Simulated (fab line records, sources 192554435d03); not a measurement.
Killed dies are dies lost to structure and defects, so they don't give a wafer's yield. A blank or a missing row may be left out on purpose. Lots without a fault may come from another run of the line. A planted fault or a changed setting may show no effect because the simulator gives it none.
Problem report in the 8D (eight disciplines) form, filled by code | flow n5_finfet | the parts of the form that need people (team, actions taken, sign-off) are left out

1. THE PROBLEM
killed_at_front_end at N5_PASSIVATION_PROBE_49 reads a mean of 131 on 6 wafers of 2 lots; wafers without a fault read 40 with a standard deviation of 11. That is +8.3 standard deviations from the usual mean.
First seen on wafer L902.1, day 16 21:28, on prober-02. The record holds 6 wafers of 2 lots with a number at this step. Rule for "out", or "out of limits": more than 4 standard deviations from the usual mean. The other wafers with a number count as sound.

2. WHAT IT IS AND WHAT IT IS NOT
question                    | is                     | is not
which readings at this step | killed_at_front_end    | killed_at_M0_to_M3, killed_at_M4_up, killed_at_contacts, killed_at_other, killed_open, killed_short
which lots                  | L902, L907             | -
which wafers of those lots  | all that have a number | -
read on which tools         | prober-02              | -
when                        | from day 16 21:28      | up to then (0 sound wafers)

3. SUSPECTS, AND WHAT RULES EACH OUT
Counting: a tool at a process step up to the reading stays a suspect if it ran every lot that is out and no sound lot after the first of them.
- rie_metal-02 at N5_GATE_CUT_VAPOR_ETCH_60 (etches HfO2 in BCl3/Cl2): kept. It ran every lot that is out, first L902 (day 8 01:19), and no sound lot after that.
- prober-02 at N5_PASSIVATION_PROBE_49: kept. It ran every lot that is out, first L902 (day 16 21:28), and no sound lot after that. Its own readings are out on those wafers: killed_at_front_end.
Left after counting: rie_metal-02 at N5_GATE_CUT_VAPOR_ETCH_60, prober-02 at N5_PASSIVATION_PROBE_49.

4. THE CAUSE (what the simulator had put in)
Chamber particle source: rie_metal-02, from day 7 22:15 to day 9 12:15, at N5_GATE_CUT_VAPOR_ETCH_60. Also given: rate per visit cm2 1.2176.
Counting left 2 suspects, and this tool is among them.

5. THE CHAIN OF EFFECTS, in route order
Each row: a reading whose mean over the struck wafers that have a number lies more than 3 standard deviations from the usual. Only readings for which the record gives a usual standard deviation are gone through. hours: the time from each lot's start at the first step in this table that gives one to its start at this step, as a median over the lots. sigmas: the change in usual standard deviations.
hours | step                    | reading             | usual | on struck wafers | change | sigmas
0     | N5_PASSIVATION_PROBE_49 | killed_at_front_end | 40    | 131              | +91    | +8.3
0     | N5_PASSIVATION_PROBE_49 | killed_dies         | 105   | 185              | +80    | +5.0
0     | N5_PASSIVATION_PROBE_49 | killed_on_rim       | 14    | 28               | +14    | +3.3
The process steps in it:
- N5_PASSIVATION_PROBE_49

6. WHAT WOULD HAVE CAUGHT IT SOONER
In this record the first reading out of limits was taken at day 16 21:28, 215 hours after the fault began at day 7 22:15.
Of the tool readings at N5_GATE_CUT_VAPOR_ETCH_60 for which the record gives a usual standard deviation, none was out on any struck wafer, so an alarm limit of 4 standard deviations on them would not have fired.
All the lots that are out (2) had begun N5_GATE_CUT_VAPOR_ETCH_60 on rie_metal-02 by day 16 21:28. A hold on the tool at that time would have spared none of them.
